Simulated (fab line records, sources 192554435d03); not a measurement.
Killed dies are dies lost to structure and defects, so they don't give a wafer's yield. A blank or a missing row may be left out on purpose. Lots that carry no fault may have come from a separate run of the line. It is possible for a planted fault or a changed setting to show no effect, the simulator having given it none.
Matching of chambers    flow n5-finfet    N5_BEOL_M14_ILD_DEP_00 on pecvd-04: 3 sister chambers
The step deposits SiO2 from TEOS/O2, target thk 1119.3 nm, time 237.4 s. 3 wafers are shown with their chamber, then 9 later ones without.

EACH WAFER AND ITS CHAMBER
wafer   chamber  throttle-valve-pct (%)
L084.6  0        19.2
L085.4  1        18.4
L085.5  2        19.2

WAFERS MISSING THEIR CHAMBER
wafer   throttle-valve-pct (%)
L089.1  19.9
L089.2  18.5
L089.3  19.2
L087.3  19.2
L087.5  19.4
L087.6  19.3
L090.1  19.4
L090.3  18.5
L090.5  19.2

WHICH CHAMBER EACH WENT THROUGH
wafer   from the rows above      in truth
L089.1  can't be placed: 0 or 2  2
L089.2  1                        1
L089.3  can't be placed: 0 or 2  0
L087.3  can't be placed: 0 or 2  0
L087.5  can't be placed: 0 or 2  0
L087.6  can't be placed: 0 or 2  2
L090.1  can't be placed: 0 or 2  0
L090.3  1                        1
L090.5  can't be placed: 0 or 2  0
2 of 9 placed correctly. Not placeable from these rows: 7 (in 7, the candidates include the true chamber). 0 placed wrongly.
How it was worked out, from the rows above alone: a wafer's distance from a chamber is the root of the sum, over the readings, of the square of ((its reading less the chamber's mean) divided by the reading's scatter). If the next closest chamber is less than 2 further off than the closest, the wafer can't be placed; otherwise it belongs to the closest. The mean given for a chamber averages the wafers shown for that chamber. The scatter: with one shown wafer a chamber, the root of the mean of the squares of how far each hidden wafer lies from its nearest shown one.
